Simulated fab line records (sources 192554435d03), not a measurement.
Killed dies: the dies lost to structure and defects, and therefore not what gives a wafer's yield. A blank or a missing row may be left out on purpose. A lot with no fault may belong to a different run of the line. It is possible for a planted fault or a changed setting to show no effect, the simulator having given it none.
fab line records	flow n5_finfet
record lots=11	wafers=30	last_day=18
route steps=1938 shown BEOL_M0@717 BEOL_M4@1111 PASSIVATION@1936
lots that met no fault: from a run of the same line without faults
start_h: start of the lot's first displayed wafer, in hours after the record's first day	wait_h: time in hours since the lot's previous step	" repeats the value in the row above	L1.1+2: a row that stands for several wafers	- no value present, or no start provided	* or withheld: withheld	< > ~ a bound
route shown NAME@n: NAME is a module with steps in the file, n the number in the route of the first one	usual: mean/standard deviation taken from wafers without a fault	same: alike in all rows	chamber/n: place in a boat	sites: per-site readings	_std_site: their standard deviation	_edge_site: the outer-site mean with the inner-site mean subtracted	radius_mm: how far each site lies from the wafer's centre	mask NAME#n: copy n	behind: tool/chamber where the wafer was last shaped	hold: the reason the lot was held/the length of the hold in hours/how it ended	device: which transistor (n, p or np) failed to switch	end of line: at the end of the route, the tests of the same wafers	a step given without rows: its recipe and nothing more	killed: the dies lost at the first sort to structure and to defects; this is not the yield of the wafer	map: a wafer's dies, x killed, . not, _ none there
set.NAME: the setting that was run; set.NAME@STEP: the one run at that earlier step	model.NAME: the simulator's own value behind a step, which no gauge read
route steps across a sampled set of lots; one table per step, one row per wafer
services: the hour from which a tool's chamber was out of use, counted from the record's first day as start_h (under 0 if before that day), plus the number of hours and why
## steps
# step N5_BEOL_M0_STRIP_140
# recipe chemistry=CF4	resist=SiARC	power_w=300	bias_power_w=75	pressure_mtorr=50	cf4_flow_sccm=150	rf_frequency_hz=6e+07
# usual drypump_motor_current_A=5.7/0.47	oes_product_au=0.79/0.094	rf_vpp_V=270.7/1.5	showerhead_plenum_p_Torr=1.77/0.041	throttle_valve_pct=13.6/0.32
lot.wafer	tool	chamber	start_h	wait_h	drypump_motor_current_A	oes_product_au	rf_hours_counter_h	rf_vpp_V	showerhead_plenum_p_Torr	throttle_valve_pct
L699.3	rie_diel-03	1	155.95	0.1	5.9	0.91	12	270.7	1.84	13.1
L699.4	"	0	"	"	5.2	0.71	184	271.8	1.70	13.5
L699.6	"	3	"	"	5.8	0.79	-	270.5	1.79	13.6
L704.4	rie_diel-03	2	156.76	0.1	5.9	0.68	250	267.9	1.69	13.9
L704.5	"	3	"	"	5.8	0.79	-	271.1	1.79	13.6
L705.1	rie_diel-01	2	162.55	0.1	5.8	0.90	22	270.6	1.76	13.5
L705.3	"	3	"	"	6.1	0.83	69	267.5	1.74	13.1
L705.6	"	2	"	"	5.8	0.89	-	269.2	1.76	13.5
L706.1	rie_diel-03	3	162.55	0.1	5.8	0.78	98	271.6	1.79	13.6
L706.4	"	3	"	"	5.8	0.77	-	270.9	1.79	13.6
L706.5	"	1	"	"	5.9	0.93	-	273.0	1.84	13.1
L712.2	rie_diel-03	1	198.52	0.2	5.8	0.88	30	272.9	1.83	13.1
L712.3	"	2	"	"	5.9	0.95	3	273.9	1.89	13.3
L713.1	rie_diel-01	1	211.09	0.1	6.3	0.92	8	269.7	1.75	13.2
L713.3	"	2	"	"	5.7	0.87	38	271.4	1.76	13.5
L713.5	"	3	"	"	6.1	0.80	-	270.1	1.73	13.1
L714.1	rie_diel-01	2	216.36	0.1	5.8	0.87	39	270.9	1.76	13.5
L714.2	"	1	"	"	6.3	0.92	9	269.4	1.75	13.3
L714.6	"	2	"	"	5.8	0.87	-	267.6	1.76	13.5
L716.2	rie_diel-01	0	229.70	0.3	4.8	0.67	247	273.0	1.78	14.1
L716.4	"	2	"	"	5.8	0.85	43	270.9	1.76	13.5
L716.6	"	0	"	"	4.8	0.67	-	271.8	1.78	14.1
L718.2	rie_diel-01	2	239.00	0.5	5.8	0.85	47	270.7	1.76	13.5
L718.4	"	3	"	"	6.1	0.79	-	269.7	1.73	13.2
L719.4	rie_diel-01	2	244.77	0.5	5.7	0.85	-	267.9	1.75	13.6
L719.5	"	3	"	"	6.1	0.79	-	270.7	1.73	13.2
L719.6	"	1	"	"	6.3	0.89	-	271.0	1.75	13.3
L720.1	rie_diel-06	1	249.83	0.2	5.8	0.66	238	272.4	1.78	13.9
L720.3	"	0	"	"	5.8	0.75	141	269.4	1.72	13.3
L720.5	"	2	"	"	4.9	0.85	-	272.5	1.80	13.6
# step N5_BEOL_M0_ETCH_109
# recipe chemistry=CH3F/O2	target_depth_a=80	overetch_a=24	target=SiCN	time_s=27.4	ion_energy_ev=120	pressure_mtorr=30	source_w=395	bias_w=75	Ar_flow_sccm=150	CH3F_flow_sccm=30	O2_flow_sccm=20
# usual CH3F_flow_sccm=30.00/0.087	O2_flow_sccm=20.00/0.058	drypump_motor_current_A=5.6/0.47	oes_product_au=0.68/0.079	rf_vpp_V=296.6/1.3	showerhead_plenum_p_Torr=1.97/0.035	throttle_valve_pct=16.32/0.29	time_s=27.4/0
lot.wafer	tool	chamber	start_h	wait_h	CH3F_flow_sccm	O2_flow_sccm	drypump_motor_current_A	oes_product_au	rf_hours_counter_h	rf_vpp_V	showerhead_plenum_p_Torr	throttle_valve_pct	time_s
L699.3	rie_diel-01	0	156.35	0.0	29.96	20.03	4.9	0.60	222	296.8	1.99	16.77	27.4
L699.4	"	3	"	"	30.07	19.99	6.1	0.74	66	294.4	1.95	15.90	27.4
L699.6	"	2	"	"	30.14	20.02	5.7	0.79	-	297.2	1.96	16.27	27.4
L704.4	rie_diel-06	0	158.10	0.8	29.95	19.90	5.8	0.69	112	297.0	1.94	16.09	27.4
L704.5	"	0	"	"	30.14	19.97	5.8	0.68	-	296.3	1.94	16.07	27.4
L705.1	rie_diel-01	0	162.95	0.0	-	-	-	-	-	-	-	-	-
L705.3	"	3	"	"	-	-	-	-	-	-	-	-	-
L705.6	"	0	"	"	-	-	-	-	-	-	-	-	-
L706.1	rie_diel-06	3	163.02	0.1	-	-	-	-	-	-	-	-	-
L706.4	"	0	"	"	-	-	-	-	-	-	-	-	-
L706.5	"	2	"	"	-	-	-	-	-	-	-	-	-
L712.2	rie_diel-01	0	199.09	0.1	29.98	20.03	4.8	0.58	239	296.4	1.98	16.81	27.4
L712.3	"	3	"	"	30.24	20.13	6.1	0.71	84	296.6	1.94	15.96	27.4
L713.1	rie_diel-06	3	211.49	0.0	30.09	19.93	6.0	0.57	239	297.1	1.97	16.71	27.4
L713.3	"	1	"	"	30.01	19.95	5.7	0.58	227	297.2	1.97	16.51	27.4
L713.5	"	1	"	"	29.97	19.99	5.7	0.59	-	297.5	1.97	16.50	27.4
L714.1	rie_diel-01	2	217.01	0.3	30.02	20.00	5.8	0.76	39	296.8	1.96	16.32	27.4
L714.2	"	3	"	"	30.15	20.02	6.1	0.70	88	294.3	1.94	15.97	27.4
L714.6	"	3	"	"	30.10	20.05	6.1	0.70	-	295.7	1.94	15.96	27.4
L716.2	rie_diel-01	0	230.61	0.4	29.93	19.95	4.9	0.58	247	296.6	1.98	16.81	27.4
L716.4	"	1	"	"	30.20	19.88	6.3	0.78	14	296.3	1.96	16.10	27.4
L716.6	"	3	"	"	29.90	19.95	6.1	0.68	-	295.0	1.94	15.96	27.4
L718.2	rie_diel-01	3	240.49	0.5	29.87	19.94	6.1	0.70	96	296.3	1.94	15.96	27.4
L718.4	"	2	"	"	29.92	20.05	5.7	0.73	-	296.4	1.95	16.33	27.4
L719.4	rie_diel-06	0	245.87	0.2	30.04	19.95	5.8	0.66	-	294.5	1.93	16.13	27.4
L719.5	"	1	"	"	29.92	19.99	5.8	0.58	-	297.8	1.96	16.51	27.4
L719.6	"	2	"	"	29.99	20.08	4.9	0.74	-	298.3	2.02	16.42	27.4
L720.1	rie_diel-06	1	250.23	0.0	30.13	20.00	5.7	0.57	238	296.5	1.96	16.54	27.4
L720.3	"	0	"	"	30.03	19.99	5.8	0.65	141	295.9	1.93	16.12	27.4
L720.5	"	1	"	"	30.01	20.04	5.7	0.58	-	296.7	1.96	16.54	27.4
# step N5_BEOL_M0_DEGAS_112
# recipe ambient=vacuum	temp_c=250	time_s=60
# usual heater_power_w=328/34
# same time_s=60
lot.wafer	tool	chamber	start_h	wait_h	heater_power_w
L699.3	pvd_sputter-02	-	156.52	0.0	331
L699.4	"	-	"	"	310
L699.6	"	-	"	"	317
L704.4	pvd_sputter-03	-	158.43	0.2	391
L704.5	"	-	"	"	392
L705.1	pvd_sputter-01	-	163.35	0.3	264
L705.3	"	-	"	"	322
L705.6	"	-	"	"	313
L706.1	pvd_sputter-01	-	163.43	0.3	326
L706.4	"	-	"	"	263
L706.5	"	-	"	"	387
L712.2	pvd_sputter-02	-	199.89	0.7	331
L712.3	"	-	"	"	336
L713.1	pvd_sputter-01	-	211.91	0.3	311
L713.3	"	-	"	"	314
L713.5	"	-	"	"	317
L714.1	pvd_sputter-02	-	217.36	0.2	326
L714.2	"	-	"	"	341
L714.6	"	-	"	"	323
L716.2	pvd_sputter-01	-	230.82	0.1	260
L716.4	"	-	"	"	313
L716.6	"	-	"	"	323
L718.2	pvd_sputter-03	-	240.75	0.1	346
L718.4	"	-	"	"	385
L719.4	pvd_sputter-02	-	247.26	1.3	327
L719.5	"	-	"	"	327
L719.6	"	-	"	"	337
L720.1	pvd_sputter-03	-	250.68	0.3	391
L720.3	"	-	"	"	318
L720.5	"	-	"	"	368
# step N5_BEOL_M0_RS_MEAS_126
# recipe thk_meas_gauge=four-point-probe	reads=Co_of_BEOL_M0_CO_CAP_123+Cu_of_BEOL_M0_ECD_118+Co_of_BEOL_M0_CVD_115+TaN_of_BEOL_M0_ALD_136
# usual M0_RS=0.532/0.017
lot.wafer	tool	chamber	start_h	wait_h	M0_RS[ohm/sq]
L699.3	film_metro-02	-	158.58	0.1	0.524
L699.4	"	-	"	"	0.537
L699.6	"	-	"	"	0.534
L704.4	film_metro-01	-	160.45	0.0	0.535
L704.5	"	-	"	"	0.526
L705.1	film_metro-01	-	166.00	0.0	0.605
L705.3	"	-	"	"	0.607
L705.6	"	-	"	"	0.594
L706.1	film_metro-01	-	166.27	0.0	0.630
L706.4	"	-	"	"	0.605
L706.5	"	-	"	"	0.605
L712.2	film_metro-01	-	202.99	0.1	0.562
L712.3	"	-	"	"	0.544
L713.1	film_metro-02	-	215.29	0.0	0.561
L713.3	"	-	"	"	0.546
L713.5	"	-	"	"	0.562
L714.1	film_metro-01	-	219.89	0.1	0.578
L714.2	"	-	"	"	0.576
L714.6	"	-	"	"	0.552
L716.2	film_metro-02	-	234.98	0.1	0.522
L716.4	"	-	"	"	0.510
L716.6	"	-	"	"	0.530
L718.2	film_metro-01	-	242.92	0.1	0.540
L718.4	"	-	"	"	0.523
L719.4	film_metro-01	-	250.21	0.0	0.530
L719.5	"	-	"	"	0.509
L719.6	"	-	"	"	0.524
L720.1	film_metro-02	-	253.59	0.0	0.537
L720.3	"	-	"	"	0.550
L720.5	"	-	"	"	0.526
# step N5_BEOL_M4_RC_MEAS_101
# usual DIBL_N=35.6/1.7	DIBL_P=35.0/2	IOFF_N=0.148/0.027	IOFF_P=0.19/0.032	ION_N=671/14	ION_P=460/9.1	SS_N=71.3/0.62	SS_P=73.0/0.64	VT_N=251/3.2	VT_P=-251.5/2.9
lot.wafer	tool	chamber	start_h	wait_h	DIBL_N[mV/V]	DIBL_P[mV/V]	IOFF_N[nA/um]	IOFF_P[nA/um]	ION_N[uA/um]	ION_P[uA/um]	SS_N[mV/dec]	SS_P[mV/dec]	VT_N[mV]	VT_P[mV]
L699.3	prober-02	0	204.58	0.3	34.3	32.1	0.130	0.17	663	456	71.3	73.1	250	-252.0
L699.4	"	0	"	"	35.7	34.3	0.156	0.20	696	474	71.2	72.7	248	-251.6
L699.6	"	0	"	"	33.8	31.4	0.123	0.16	671	462	71.0	72.7	254	-250.1
L704.4	prober-01	0	212.66	0.5	34.9	35.3	0.137	0.19	666	460	71.2	72.9	252	-252.1
L704.5	"	0	"	"	35.0	32.8	0.124	0.15	633	436	71.7	72.5	254	-258.2
L712.2	prober-02	0	277.07	0.2	38.8	36.7	0.158	0.19	668	450	70.9	74.1	253	-254.5
L712.3	"	0	"	"	38.5	36.0	0.165	0.19	660	447	72.1	73.2	252	-252.7
L713.1	prober-01	0	280.14	0.0	36.7	34.2	0.161	0.21	658	451	72.0	73.1	252	-249.6
L713.3	"	0	"	"	33.8	31.8	0.117	0.17	660	452	71.2	72.4	252	-252.6
L713.5	"	0	"	"	33.4	31.3	0.114	0.16	639	447	70.4	72.5	253	-253.5
L714.1	prober-02	0	281.83	0.0	35.9	36.6	0.155	0.21	679	463	71.0	73.1	251	-250.7
L714.2	"	0	"	"	38.4	38.6	0.197	0.24	670	449	71.7	73.7	247	-249.5
L714.6	"	0	"	"	35.4	34.7	0.136	0.18	680	463	70.7	72.6	254	-251.3
L716.2	prober-01	0	296.66	0.2	34.2	33.0	0.118	0.15	657	449	70.2	72.0	253	-255.5
L716.4	"	0	"	"	36.4	35.6	0.160	0.19	690	466	71.7	72.1	248	-253.0
L716.6	"	0	"	"	36.4	35.6	0.148	0.18	669	454	70.8	72.8	253	-252.2
L718.2	prober-02	0	305.38	0.2	35.5	34.2	0.119	0.18	662	458	70.5	72.3	253	-251.4
L718.4	"	0	"	"	40.2	40.5	0.222	0.30	692	475	72.3	73.4	247	-244.4
L719.4	prober-02	0	308.85	0.5	34.3	32.5	0.125	0.17	661	453	71.1	72.1	250	-253.9
L719.5	"	0	"	"	36.1	34.7	0.166	0.21	677	458	71.4	72.9	245	-248.5
L719.6	"	0	"	"	33.4	31.5	0.114	0.16	662	460	70.9	71.8	254	-254.1
L720.1	prober-01	0	322.01	0.0	37.0	37.4	0.156	0.22	677	472	71.3	73.3	250	-251.2
L720.3	"	0	"	"	36.2	35.8	0.144	0.18	680	464	71.2	72.3	251	-253.6
L720.5	"	0	"	"	34.6	33.7	0.120	0.16	668	462	69.9	72.6	254	-252.9
# step N5_PASSIVATION_PROBE_49
# usual defect_limited_yield=91.2/1.6	killed_at_M0_to_M3=35/11	killed_at_M4_up=14/5.4	killed_at_contacts=13/6	killed_at_front_end=38/11	killed_at_other=3.4/2.6	killed_dies=104/19	killed_on_rim=13/3.9	killed_open=68/13	killed_short=34/8.5	sort_bin_5_function=5.1/1	sort_bin_6_memory=3.3/0.72	sort_bin_8_speed=0.1/0.9	sort_n_pass=1075/22	sort_yield_pct=91.1/1.9
# same gross_dies=1180	killed_at_back_side=0	sort_bin_4_leakage[%]=0
lot.wafer	tool	chamber	start_h	wait_h	defect_limited_yield[%]	killed_at_M0_to_M3	killed_at_M4_up	killed_at_contacts	killed_at_front_end	killed_at_other	killed_dies	killed_on_rim	killed_open	killed_short	sort_bin_5_function[%]	sort_bin_6_memory[%]	sort_bin_8_speed[%]	sort_n_pass	sort_yield_pct[%]
L705.1	prober-01	-	333.48	0.0	0	1122	10	8	35	5	1180	152	66	17	97.5	2.4	0	0	0
L705.3	prober-01	-	333.58	0.1	0	1114	8	12	46	0	1180	152	67	52	96.4	3.1	0	0	0
L705.6	prober-01	-	333.73	0.3	0	1124	7	7	42	0	1180	152	59	23	97.0	2.8	0	0	0
# killed by level:class
L705.1 BEOL_M0:area_etch=1097 FIN_SAQP:geometric_particle:open=12 STI_FIN_REVEAL:geometric_particle:open=7 MOL_CONTACT_COAG:geometric_particle:open=7 BEOL_M2:geometric_particle:open=7 BEOL_M0_SAQP:geometric_particle:open=6 GATE_CUT:geometric_particle:open=5 BEOL_M1:geometric_particle:open=5
L705.3 BEOL_M0:area_etch=1060 BEOL_M0_SAQP:geometric_particle:short=20 BEOL_M0_SAQP:geometric_particle:open=12 FIN_SAQP:geometric_particle:open=10 STI_FIN_REVEAL:geometric_particle:open=8 GATE_CUT:geometric_particle:short=8 BEOL_M1:geometric_particle:open=8 FIN_SAQP:geometric_particle:short=7
L705.6 BEOL_M0:area_etch=1094 FIN_SAQP:geometric_particle:open=10 BEOL_M1:geometric_particle:open=9 STI_FIN_REVEAL:geometric_particle:open=8 GATE_CUT:geometric_particle:short=8 BEOL_M2:geometric_particle:open=8 BEOL_M0_SAQP:geometric_particle:short=7 STARTING-WAFER:geometric_particle:open=5
## services
tool	chamber	start_h	hours	kind
rie_diel-06	1	153.08	4.2	repair
rie_diel-03	2	157.10	-	clean
rie_diel-03	2	157.10	-	consumable_replace:esc
rie_diel-03	2	157.10	-	consumable_replace:focus_ring
rie_diel-03	2	157.10	-	consumable_replace:showerhead
rie_diel-03	2	157.10	28.5	scheduled_down
pvd_sputter-02	-	159.51	2.8	repair
rie_diel-01	1	162.13	-	clean
rie_diel-01	1	162.13	-	consumable_replace:focus_ring
rie_diel-01	1	162.13	17.2	scheduled_down
rie_diel-01	1	162.13	17.2	vent_cycle
rie_diel-03	2	201.74	28.7	repair
pvd_sputter-02	-	207.13	4.6	repair
rie_diel-06	1	214.36	13.2	repair
rie_diel-03	-	219.88	28.1	pm
rie_diel-01	0	238.87	-	clean
rie_diel-01	0	238.87	-	consumable_replace:focus_ring
rie_diel-01	0	238.87	17.9	scheduled_down
rie_diel-01	0	238.87	17.9	vent_cycle
pvd_sputter-03	-	239.40	1.2	repair
rie_diel-06	3	242.28	-	clean
rie_diel-06	3	242.28	-	consumable_replace:focus_ring
rie_diel-06	3	242.28	19.6	scheduled_down
rie_diel-06	3	242.28	19.6	vent_cycle
## key
first_sign step=N5_BEOL_M0_ETCH_109	reading=tool_record	direction=missing
effect step=N5_BEOL_M0_RS_MEAS_126	reading=M0_RS	direction=up	sigmas=4.4	usual=0.532	struck=0.608
effect step=N5_PASSIVATION_PROBE_49	reading=killed_at_M0_to_M3	direction=up	sigmas=99+	usual=35	struck=1120
more_kills_born_at N5_BEOL_M0_ETCH_109@rie_diel-01=3251
met_at N5_BEOL_M0_ETCH_109
struck_lots L705,L706
rows_end L706.1,L706.4,L706.5
later_rows_left_out L705.1,L705.3,L705.6
not_acting_at N5_BEOL_M0_STRIP_140,N5_BEOL_M0_DEGAS_112
onset_between 158.10 162.95
earlier_fault kind=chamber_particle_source	tool=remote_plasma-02	chamber=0	onset_h=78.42	steps=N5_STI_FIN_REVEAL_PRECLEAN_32	rate_per_visit_cm2=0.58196
fault kind=skipped_step_whole	tool=rie_diel-01,rie_diel-06	chamber=-	onset_h=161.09	steps=N5_BEOL_M0_ETCH_109	scope=struck_lots_only
# later_rows_left_out: the simulator's readings of these wafers behind a module that went badly wrong aren't trusted and aren't shown, but for the sort
# rows_end: these wafers met a further fault down the route, and their rows from its step on are left out
